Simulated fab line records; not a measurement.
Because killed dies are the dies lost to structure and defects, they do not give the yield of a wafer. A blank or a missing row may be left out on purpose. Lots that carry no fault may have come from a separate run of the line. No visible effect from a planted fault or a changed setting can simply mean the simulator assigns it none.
Chamber matching | flow n5Finfet | aldHk-03 running N5_HKMG_FIN_ALD_75: 4 sister chambers
The step deposits Al2O3, target thk 1 nm, co reactant pulse time 1 s. 8 wafers are shown with their chamber, then 11 later ones without.

WAFERS WITH THEIR CHAMBER
wafer  | chamber | heaterPowerOuterW (W) | heaterPowerW (W)
L084.2 | 2       | 72                    | 144
L088.5 | 0       | 76                    | 154
L090.1 | 1       | 70                    | 154
L090.4 | 2       | 73                    | 146
L089.2 | 3       | 79                    | 143
L089.3 | 0       | 75                    | 152
L089.4 | 1       | 68                    | 149
L092.3 | 3       | 80                    | 150

WAFERS WHOSE CHAMBER IS MISSING
wafer  | heaterPowerOuterW (W) | heaterPowerW (W)
L092.4 | 68                    | 152
L092.6 | 79                    | 148
L093.1 | 71                    | 146
L093.2 | 67                    | 149
L093.4 | 73                    | 154
L094.1 | 78                    | 149
L094.2 | 74                    | 149
L094.5 | 68                    | 150
L097.2 | 71                    | 144
L097.4 | 69                    | 148
L097.5 | 69                    | 151

WHICH CHAMBER EACH ONE RAN IN
wafer  | from the rows above          | in truth
L092.4 | 1                            | 1
L092.6 | 3                            | 3
L093.1 | can't be placed: 2 or 1      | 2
L093.2 | 1                            | 1
L093.4 | can't be placed: 0 or 2 or 1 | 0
L094.1 | can't be placed: 3 or 0      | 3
L094.2 | can't be placed: 0 or 2      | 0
L094.5 | 1                            | 1
L097.2 | can't be placed: 2 or 1      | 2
L097.4 | 1                            | 1
L097.5 | 1                            | 1
Placed correctly: 6 of 11. Unplaceable from these rows: 5, with the true chamber sitting among the candidates in 5. 0 placed wrongly.
How it was worked out, from the rows above alone: a wafer's distance from a chamber is the root of the sum, over the readings, of the square of ((its reading less the chamber's mean) divided by the reading's scatter). The wafer belongs to the nearest chamber; if the next one is less than 2 further off, it can't be placed. For every chamber, the mean is computed from those of its wafers that are shown. The scatter: take each reading less its chamber's mean, square it, sum over the shown wafers, divide by the number of wafers less the number of chambers, and take the root.
